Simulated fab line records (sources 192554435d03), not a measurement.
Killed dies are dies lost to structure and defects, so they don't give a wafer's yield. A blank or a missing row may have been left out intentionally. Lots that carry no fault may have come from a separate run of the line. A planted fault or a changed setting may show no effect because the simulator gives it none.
fab line records | flow n5-finfet
[record] lots = 7 | wafers = 39
route steps=1938 shown BEOL_M13@1696 PASSIVATION@1923
start-h: the number of hours between the record's first day and the start of the first shown wafer of the lot | wait-h: hours from the lot's prior step to this one | " the same as in the row above | L1.1+2: a row that stands for several wafers | - no value, or no start given | * or withheld: withheld | < > ~ a bound
route shown NAME@n: NAME is a module with steps in the file, n the number in the route of the first one | usual: the fault-free wafers' mean and standard deviation | same: alike in all rows | chamber/n: place in a boat | sites: per-site readings | _std_site: how widely they spread, as a standard deviation | _edge_site: the outer-site mean with the inner-site mean subtracted | radius-mm: how far each site lies from the wafer's centre | mask NAME#n: copy n | behind: tool/chamber where the wafer was last shaped | hold: why the lot went on hold/how many hours it stayed there/how the hold came to an end | device: which transistor (n, p or np) failed to switch | end of line: the route-end tests of the same wafers | a step given without rows: its recipe and nothing more | killed: at the first sort, the dies lost to defects and structure; wafer yield is something else | map: the dies of a wafer, with x for killed, . for not killed, _ for no die there
set.NAME: the run value of the setting; set.NAME@STEP: its run value at that earlier step | model.NAME: the simulator's own value behind a step, which no gauge read
lots with deliberately changed settings; one table per step, one row per wafer
[[steps]]
[step N5_BEOL_M13_TRENCH_ETCH_34]
[recipe] chemistry = C4F8/O2/Ar | target = SiOC | target-depth-a = 4134.7 | mask-material = SOC | pressure-mtorr = 30 | source-w = 3000 | bias-w = 700 | Ar_flow_sccm = 400 | C4F8_flow_sccm = 15 | O2_flow_sccm = 8 | he-inner-torr = 15 | he-outer-torr = 30 | time-s = 162.6 | ion-energy-ev = 250
lot.wafer | tool        | chamber | start-h | wait-h | set.time-s | model.etch.depth-nm
L074.1    | rie-diel-03 | 1       | 242.30  | 0.0    | 162.6      | 412.4
L074.2    | "           | 3       | "       | "      | 162.6      | 417
L074.3    | "           | 2       | "       | "      | 245.3      | 620.1
L074.4    | "           | 3       | "       | "      | 245.3      | 628.8
L074.5    | "           | 1       | "       | "      | 162.6      | 410.3
L074.6    | "           | 2       | "       | "      | 245.3      | 628.2
L078.1    | rie-diel-03 | 2       | 262.93  | 0.0    | 162.6      | 410.1
L078.2    | "           | 0       | "       | "      | 76.35      | 193.7
L078.3    | "           | 3       | "       | "      | 162.6      | 413.6
L078.4    | "           | 1       | "       | "      | 76.35      | 191.4
L078.5    | "           | 0       | "       | "      | 162.6      | 412.8
L078.6    | "           | 1       | "       | "      | 76.35      | 191.5
L085.1    | rie-diel-01 | 1       | 305.37  | 0.0    | 134.9      | 338.3
L085.2    | "           | 3       | "       | "      | 134.9      | 345.1
L085.3    | "           | 3       | "       | "      | 134.9      | 342.7
L085.4    | "           | 1       | "       | "      | 162.6      | 410.1
L085.5    | "           | 3       | "       | "      | 162.6      | 411.3
L085.6    | "           | 1       | "       | "      | 162.6      | 409.8
L088.3    | rie-diel-02 | 0       | 322.39  | 0.0    | 162.6      | 410.8
L088.5    | "           | 3       | "       | "      | 162.6      | 420
L088.6    | "           | 2       | "       | "      | 162.6      | 415.2
L089.1    | rie-diel-02 | 3       | 336.93  | 0.0    | 246        | 632
L089.2    | "           | 0       | "       | "      | 162.6      | 407.9
L089.3    | "           | 1       | "       | "      | 246        | 637.4
L089.4    | "           | 3       | "       | "      | 162.6      | 417.9
L089.5    | "           | 0       | "       | "      | 246        | 612.6
L089.6    | "           | 1       | "       | "      | 162.6      | 415.2
L090.1    | rie-diel-03 | 0       | 341.59  | 0.0    | 162.6      | 409.8
L090.2    | "           | 2       | "       | "      | 162.6      | 414.9
L090.3    | "           | 3       | "       | "      | 162.6      | 414
L090.4    | "           | 2       | "       | "      | 162.6      | 414.6
L090.5    | "           | 3       | "       | "      | 162.6      | 416.2
L090.6    | "           | 0       | "       | "      | 162.6      | 410.3
L095.1    | rie-diel-02 | 1       | 369.86  | 0.0    | 126.8      | 323.7
L095.2    | "           | 3       | "       | "      | 162.6      | 415.9
L095.3    | "           | 2       | "       | "      | 126.8      | 322.3
L095.4    | "           | 0       | "       | "      | 162.6      | 407.9
L095.5    | "           | 0       | "       | "      | 126.8      | 316.1
L095.6    | "           | 1       | "       | "      | 162.6      | 418.6
[step N5_BEOL_M13_STRIP_70]
[recipe] chemistry = C4F8/O2/Ar | resist = SiARC | rf-frequency-hz = 6e+07
[step N5_BEOL_M13_OCD_MEAS_35]
[usual] trench-depth-nm = 414/4.6
lot.wafer | tool   | chamber | start-h | wait-h | set.time-s@BEOL_M13_TRENCH_ETCH_34 | trench-depth-nm
L074.1    | ocd-02 | -       | 242.47  | 0.0    | 162.6                              | 413
L074.2    | "      | -       | "       | "      | 162.6                              | 418
L074.3    | "      | -       | "       | "      | 245.3                              | 620
L074.4    | "      | -       | "       | "      | 245.3                              | 629
L074.5    | "      | -       | "       | "      | 162.6                              | 410
L074.6    | "      | -       | "       | "      | 245.3                              | 628
L078.1    | ocd-02 | -       | 263.11  | 0.0    | 162.6                              | 410
L078.2    | "      | -       | "       | "      | 76.35                              | 194
L078.3    | "      | -       | "       | "      | 162.6                              | 413
L078.4    | "      | -       | "       | "      | 76.35                              | 191
L078.5    | "      | -       | "       | "      | 162.6                              | 412
L078.6    | "      | -       | "       | "      | 76.35                              | 192
L085.1    | ocd-01 | -       | 305.62  | 0.0    | 134.9                              | 338
L085.2    | "      | -       | "       | "      | 134.9                              | 345
L085.3    | "      | -       | "       | "      | 134.9                              | 343
L085.4    | "      | -       | "       | "      | 162.6                              | 410
L085.5    | "      | -       | "       | "      | 162.6                              | 411
L085.6    | "      | -       | "       | "      | 162.6                              | 410
L088.3    | ocd-01 | -       | 322.57  | 0.0    | 162.6                              | 411
L088.5    | "      | -       | "       | "      | 162.6                              | 420
L088.6    | "      | -       | "       | "      | 162.6                              | 415
L089.1    | ocd-02 | -       | 337.10  | 0.0    | 246                                | 632
L089.2    | "      | -       | "       | "      | 162.6                              | 408
L089.3    | "      | -       | "       | "      | 246                                | 638
L089.4    | "      | -       | "       | "      | 162.6                              | 418
L089.5    | "      | -       | "       | "      | 246                                | 613
L089.6    | "      | -       | "       | "      | 162.6                              | 415
L090.1    | ocd-01 | -       | 341.76  | 0.0    | 162.6                              | 409
L090.2    | "      | -       | "       | "      | 162.6                              | 415
L090.3    | "      | -       | "       | "      | 162.6                              | 414
L090.4    | "      | -       | "       | "      | 162.6                              | 415
L090.5    | "      | -       | "       | "      | 162.6                              | 416
L090.6    | "      | -       | "       | "      | 162.6                              | 410
L095.1    | ocd-02 | -       | 370.03  | 0.0    | 126.8                              | 324
L095.2    | "      | -       | "       | "      | 162.6                              | 416
L095.3    | "      | -       | "       | "      | 126.8                              | 322
L095.4    | "      | -       | "       | "      | 162.6                              | 407
L095.5    | "      | -       | "       | "      | 126.8                              | 316
L095.6    | "      | -       | "       | "      | 162.6                              | 419
[step N5_BEOL_M13_STRIP_37]
[recipe] chemistry = N2/H2 | power-w = 1000 | temp-c = 250 | h2-frac = 0.65 | overash-fraction = 0.3 | pressure-mtorr = withheld | n2-flow-sccm = 1750 | h2-flow-sccm = 3250
[step N5_BEOL_M13_ETCH_38]
[recipe] chemistry = CF4/N2 | target = SiCN | target-depth-a = 675 | taper-deg = 2 | time-s = 71.9 | ion-energy-ev = 150 | mask-material = SiO2 | pressure-mtorr = 40 | source-w = 430 | bias-w = 70 | Ar_flow_sccm = 100 | cf4-flow-sccm = 60 | n2-flow-sccm = 60
[step N5_BEOL_M13_ECD_47]
[recipe] material = Cu | target-thk-a = 9360
[step N5_BEOL_M13_ANNEAL_48]
[recipe] temp-c = 225 | time-s = 90 | ambient = N2
[step N5_BEOL_M13_CMP_49]
[recipe] stop-on = SiOC | t-overpolish-s = 17.1 | down-force-psi = 1 | platen-rpm = 50 | clearing-platen-down-force-psi = 1.5 | clearing-platen-rpm = 50 | post-cmp-clean = cu-alkaline | target-thk-nm = 420 | clearing-platen-pad-velocity-m-s = 0.99484 | pad-velocity-m-s = 0.99484
lot.wafer | tool   | chamber | start-h | wait-h | set.time-s@BEOL_M13_TRENCH_ETCH_34 | model.Cu_of_BEOL_M13_ECD_47.thk-nm
L074.3    | cmp-01 | 1       | 246.33  | 0.2    | 245.3                              | 627.4
L074.2    | "      | 2       | "       | "      | 162.6                              | 422.4
L074.4    | "      | 3       | "       | "      | 245.3                              | 634
L074.1    | "      | 0       | "       | "      | 162.6                              | 418
L074.6    | "      | 1       | "       | "      | 245.3                              | 634.8
L074.5    | "      | 2       | "       | "      | 162.6                              | 416
L078.3    | cmp-04 | 1       | 265.55  | 0.2    | 162.6                              | 421.2
L078.1    | "      | 2       | "       | "      | 162.6                              | 416.8
L078.2    | "      | 3       | "       | "      | 76.35                              | 200.6
L078.4    | "      | 0       | "       | "      | 76.35                              | 197.4
L078.6    | "      | 1       | "       | "      | 76.35                              | 198.2
L078.5    | "      | 2       | "       | "      | 162.6                              | 420.8
L085.4    | cmp-04 | 2       | 308.51  | 0.1    | 162.6                              | 415.4
L085.3    | "      | 3       | "       | "      | 134.9                              | 347.2
L085.1    | "      | 0       | "       | "      | 134.9                              | 344
L085.2    | "      | 1       | "       | "      | 134.9                              | 350.2
L085.6    | "      | 2       | "       | "      | 162.6                              | 416
L085.5    | "      | 3       | "       | "      | 162.6                              | 416.6
L088.3    | cmp-04 | 3       | 327.85  | 0.2    | 162.6                              | 416
L088.5    | "      | 1       | "       | "      | 162.6                              | 426
L088.6    | "      | 2       | "       | "      | 162.6                              | 421
L089.2    | cmp-01 | 2       | 338.83  | 0.2    | 162.6                              | 413.6
L089.4    | "      | 3       | "       | "      | 162.6                              | 422.6
L089.3    | "      | 0       | "       | "      | 246                                | 642.8
L089.1    | "      | 1       | "       | "      | 246                                | 637.4
L089.6    | "      | 2       | "       | "      | 162.6                              | 420.4
L089.5    | "      | 3       | "       | "      | 246                                | 617.4
L090.3    | cmp-01 | 0       | 345.12  | 0.2    | 162.6                              | 418.6
L090.4    | "      | 1       | "       | "      | 162.6                              | 421.6
L090.2    | "      | 2       | "       | "      | 162.6                              | 421
L090.1    | "      | 3       | "       | "      | 162.6                              | 415
L090.6    | "      | 0       | "       | "      | 162.6                              | 415.2
L090.5    | "      | 1       | "       | "      | 162.6                              | 422.2
L095.3    | cmp-04 | 2       | 372.81  | 0.2    | 126.8                              | 331.4
L095.2    | "      | 3       | "       | "      | 162.6                              | 424.2
L095.1    | "      | 0       | "       | "      | 126.8                              | 332.6
L095.4    | "      | 1       | "       | "      | 162.6                              | 417.2
L095.5    | "      | 2       | "       | "      | 126.8                              | 324.2
L095.6    | "      | 3       | "       | "      | 162.6                              | 428
[step N5_BEOL_M13_THK_MEAS_50]
[recipe] thk-meas-gauge = xrf | reads = Cu_of_BEOL_M13_ECD_47
[usual] M13_THK = 425/6
lot.wafer | tool          | chamber | start-h | wait-h | set.time-s@BEOL_M13_TRENCH_ETCH_34 | M13_THK[nm]
L074.1    | film-metro-02 | -       | 246.63  | -      | 162.6                              | 424
L074.2    | "             | -       | "       | "      | 162.6                              | 428
L074.3    | "             | -       | "       | "      | 245.3                              | 640
L074.4    | "             | -       | "       | "      | 245.3                              | 646
L074.5    | "             | -       | "       | "      | 162.6                              | 424
L074.6    | "             | -       | "       | "      | 245.3                              | 644
L078.1    | film-metro-01 | -       | 265.84  | -      | 162.6                              | 427
L078.2    | "             | -       | "       | "      | 76.35                              | 205
L078.3    | "             | -       | "       | "      | 162.6                              | 429
L078.4    | "             | -       | "       | "      | 76.35                              | 201
L078.5    | "             | -       | "       | "      | 162.6                              | 430
L078.6    | "             | -       | "       | "      | 76.35                              | 203
L085.1    | film-metro-02 | -       | 308.81  | -      | 134.9                              | 351
L085.2    | "             | -       | "       | "      | 134.9                              | 358
L085.3    | "             | -       | "       | "      | 134.9                              | 354
L085.4    | "             | -       | "       | "      | 162.6                              | 424
L085.5    | "             | -       | "       | "      | 162.6                              | 428
L085.6    | "             | -       | "       | "      | 162.6                              | 425
L088.3    | film-metro-02 | -       | 328.07  | -      | 162.6                              | 423
L088.5    | "             | -       | "       | "      | 162.6                              | 433
L088.6    | "             | -       | "       | "      | 162.6                              | 428
L089.1    | film-metro-02 | -       | 339.13  | -      | 246                                | 642
L089.2    | "             | -       | "       | "      | 162.6                              | 417
L089.3    | "             | -       | "       | "      | 246                                | 649
L089.4    | "             | -       | "       | "      | 162.6                              | 427
L089.5    | "             | -       | "       | "      | 246                                | 624
L089.6    | "             | -       | "       | "      | 162.6                              | 420
L090.1    | film-metro-01 | -       | 345.44  | 0.2    | 162.6                              | 420
L090.2    | "             | -       | "       | "      | 162.6                              | 428
L090.3    | "             | -       | "       | "      | 162.6                              | 424
L090.4    | "             | -       | "       | "      | 162.6                              | 428
L090.5    | "             | -       | "       | "      | 162.6                              | 428
L090.6    | "             | -       | "       | "      | 162.6                              | 420
L095.1    | film-metro-02 | -       | 373.11  | -      | 126.8                              | 341
L095.2    | "             | -       | "       | "      | 162.6                              | 437
L095.3    | "             | -       | "       | "      | 126.8                              | 340
L095.4    | "             | -       | "       | "      | 162.6                              | 429
L095.5    | "             | -       | "       | "      | 126.8                              | 332
L095.6    | "             | -       | "       | "      | 162.6                              | 440
[step N5_BEOL_M13_PRE_CLEAN_52]
[recipe] gas = NH3 | time-s = 15 | temp-c = withheld | rf-power-w = 300
[step N5_BEOL_M13_DEP_53]
[recipe] material = SiCN | target-thk-a = 500 | temp-c = withheld | precursor = 3MS/NH3 | pressure-torr = 3 | rf-w = 675 | time-s = 17.8
[step N5_BEOL_M13_RS_MEAS_54]
[recipe] thk-meas-gauge = four-point-probe | reads = Cu_of_BEOL_M13_ECD_47+Ta_of_BEOL_M13_SPUTTER_44+TaN_of_BEOL_M13_SPUTTER_43
[usual] M13_RS = 0.0450/0.00052
lot.wafer | tool          | chamber | start-h | wait-h | set.time-s@BEOL_M13_TRENCH_ETCH_34 | M13_RS[ohm/sq]
L074.1    | film-metro-02 | -       | 246.75  | 0.0    | 162.6                              | 0.0451
L074.2    | "             | -       | "       | "      | 162.6                              | 0.0447
L074.3    | "             | -       | "       | "      | 245.3                              | 0.0298
L074.4    | "             | -       | "       | "      | 245.3                              | 0.0294
L074.5    | "             | -       | "       | "      | 162.6                              | 0.0455
L074.6    | "             | -       | "       | "      | 245.3                              | 0.0295
L078.1    | film-metro-02 | -       | 265.97  | 0.0    | 162.6                              | 0.0454
L078.2    | "             | -       | "       | "      | 76.35                              | 0.0976
L078.3    | "             | -       | "       | "      | 162.6                              | 0.0449
L078.4    | "             | -       | "       | "      | 76.35                              | 0.0995
L078.5    | "             | -       | "       | "      | 162.6                              | 0.0449
L078.6    | "             | -       | "       | "      | 76.35                              | 0.0989
L085.1    | film-metro-01 | -       | 308.94  | 0.0    | 134.9                              | 0.0552
L085.2    | "             | -       | "       | "      | 134.9                              | 0.0543
L085.3    | "             | -       | "       | "      | 134.9                              | 0.0547
L085.4    | "             | -       | "       | "      | 162.6                              | 0.0455
L085.5    | "             | -       | "       | "      | 162.6                              | 0.0452
L085.6    | "             | -       | "       | "      | 162.6                              | 0.0453
L088.3    | film-metro-01 | -       | 328.20  | 0.1    | 162.6                              | 0.0455
L088.5    | "             | -       | "       | "      | 162.6                              | 0.0443
L088.6    | "             | -       | "       | "      | 162.6                              | 0.0449
L089.1    | film-metro-01 | -       | 339.26  | 0.0    | 246                                | 0.0293
L089.2    | "             | -       | "       | "      | 162.6                              | 0.0456
L089.3    | "             | -       | "       | "      | 246                                | 0.0290
L089.4    | "             | -       | "       | "      | 162.6                              | 0.0447
L089.5    | "             | -       | "       | "      | 246                                | 0.0303
L089.6    | "             | -       | "       | "      | 162.6                              | 0.0449
L090.1    | film-metro-02 | -       | 345.59  | 0.1    | 162.6                              | 0.0455
L090.2    | "             | -       | "       | "      | 162.6                              | 0.0450
L090.3    | "             | -       | "       | "      | 162.6                              | 0.0451
L090.4    | "             | -       | "       | "      | 162.6                              | 0.0448
L090.5    | "             | -       | "       | "      | 162.6                              | 0.0447
L090.6    | "             | -       | "       | "      | 162.6                              | 0.0455
L095.1    | film-metro-02 | -       | 373.23  | 0.0    | 126.8                              | 0.0573
L095.2    | "             | -       | "       | "      | 162.6                              | 0.0445
L095.3    | "             | -       | "       | "      | 126.8                              | 0.0576
L095.4    | "             | -       | "       | "      | 162.6                              | 0.0453
L095.5    | "             | -       | "       | "      | 126.8                              | 0.0589
L095.6    | "             | -       | "       | "      | 162.6                              | 0.0441
[step N5_PASSIVATION_DEVELOP_43]
[recipe] develop-time-s = 60 | rinse-liquid = diw | dry = air-spin | dev-temp-c = 21
lot.wafer        | tool           | chamber | start-h | wait-h | set.develop-time-s
L074.1+2+3+4+5+6 | litho-track-01 | 0       | -       | -      | 60
L078.1+3+6       | litho-track-04 | 0       | -       | -      | 60
L078.2+4+5       | "              | 0       | "       | "      | 41.68
L085.1+2+6       | litho-track-04 | 0       | -       | -      | 71.11
L085.3+4+5       | "              | 0       | "       | "      | 60
L088.3+5+6       | litho-track-01 | 0       | -       | -      | 60
L089.1+3+6       | litho-track-04 | 0       | -       | -      | 60
L089.2+4+5       | "              | 0       | "       | "      | 33.01
L090.1+3+4       | litho-track-01 | 0       | -       | -      | 33.62
L090.2+5+6       | "              | 0       | "       | "      | 60
L095.1+4+6       | litho-track-01 | 0       | -       | -      | 60
L095.2+3+5       | "              | 0       | "       | "      | 69.01
[step N5_PASSIVATION_HARDBAKE_45]
[recipe] temp-c = 130 | time-s = 120
[step N5_PASSIVATION_CD_MEAS_44]
[recipe] target-cd-nm = 40000 | landing-energy-ev = 500 | detector = se-inlens
[usual] cd-nm = 40000/3.4
lot.wafer | tool      | chamber | start-h | wait-h | set.develop-time-s@PASSIVATION_DEVELOP_43 | cd-nm
L074.1    | cd-sem-02 | 0       | 268.20  | -      | 60                                        | 40001
L074.2    | "         | 0       | "       | "      | 60                                        | 40002
L074.3    | "         | 0       | "       | "      | 60                                        | 40007
L074.4    | "         | 0       | "       | "      | 60                                        | 40006
L074.5    | "         | 0       | "       | "      | 60                                        | 40003
L074.6    | "         | 0       | "       | "      | 60                                        | 40003
L078.1    | cd-sem-02 | 0       | 286.26  | -      | 60                                        | 39996
L078.2    | "         | 0       | "       | "      | 41.68                                     | 39979
L078.3    | "         | 0       | "       | "      | 60                                        | 39992
L078.4    | "         | 0       | "       | "      | 41.68                                     | 39980
L078.5    | "         | 0       | "       | "      | 41.68                                     | 39982
L078.6    | "         | 0       | "       | "      | 60                                        | 39991
L085.1    | cd-sem-02 | 0       | 334.13  | -      | 71.11                                     | 40004
L085.2    | "         | 0       | "       | "      | 71.11                                     | 40006
L085.3    | "         | 0       | "       | "      | 60                                        | 40000
L085.4    | "         | 0       | "       | "      | 60                                        | 39999
L085.5    | "         | 0       | "       | "      | 60                                        | 39999
L085.6    | "         | 0       | "       | "      | 71.11                                     | 40004
L088.3    | cd-sem-02 | 0       | 357.82  | -      | 60                                        | 40003
L088.5    | "         | 0       | "       | "      | 60                                        | 40004
L088.6    | "         | 0       | "       | "      | 60                                        | 39999
L089.1    | cd-sem-01 | 0       | 365.07  | -      | 60                                        | 39998
L089.2    | "         | 0       | "       | "      | 33.01                                     | 39972
L089.3    | "         | 0       | "       | "      | 60                                        | 40000
L089.4    | "         | 0       | "       | "      | 33.01                                     | 39974
L089.5    | "         | 0       | "       | "      | 33.01                                     | 39969
L089.6    | "         | 0       | "       | "      | 60                                        | 40001
L090.1    | cd-sem-02 | 0       | 368.52  | -      | 33.62                                     | 39983
L090.2    | "         | 0       | "       | "      | 60                                        | 40007
L090.3    | "         | 0       | "       | "      | 33.62                                     | 39978
L090.4    | "         | 0       | "       | "      | 33.62                                     | 39983
L090.5    | "         | 0       | "       | "      | 60                                        | 40006
L090.6    | "         | 0       | "       | "      | 60                                        | 40004
L095.1    | cd-sem-01 | 0       | 397.27  | -      | 60                                        | 39996
L095.2    | "         | 0       | "       | "      | 69.01                                     | 40005
L095.3    | "         | 0       | "       | "      | 69.01                                     | 40002
L095.4    | "         | 0       | "       | "      | 60                                        | 39995
L095.5    | "         | 0       | "       | "      | 69.01                                     | 40002
L095.6    | "         | 0       | "       | "      | 60                                        | 40002
[[key]]
[split] step = N5_BEOL_M13_TRENCH_ETCH_34 | setting = time-s | stated = 162.6 | by = wafer
[response] step = N5_BEOL_M13_TRENCH_ETCH_34 | reading = model.etch.depth-nm | change = +4.16 | per = 1% | r = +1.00
[response] step = N5_BEOL_M13_OCD_MEAS_35 | reading = trench-depth-nm | change = +4.16 | per = 1% | r = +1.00
[response] step = N5_BEOL_M13_CMP_49 | reading = model.Cu_of_BEOL_M13_ECD_47.thk-nm | change = +4.17 | per = 1% | r = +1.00
[response] step = N5_BEOL_M13_THK_MEAS_50 | reading = M13_THK | change = +4.26 | per = 1% | r = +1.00
[response] step = N5_BEOL_M13_RS_MEAS_54 | reading = M13_RS | shape = bent | at-lowest = 0.0987 | at-stated = 0.0450 | at-highest = 0.0295
[split] step = N5_PASSIVATION_DEVELOP_43 | setting = develop-time-s | stated = 60 | by = wafer
[response] step = N5_PASSIVATION_CD_MEAS_44 | reading = cd-nm | change = +0.525 | per = 1% | r = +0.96
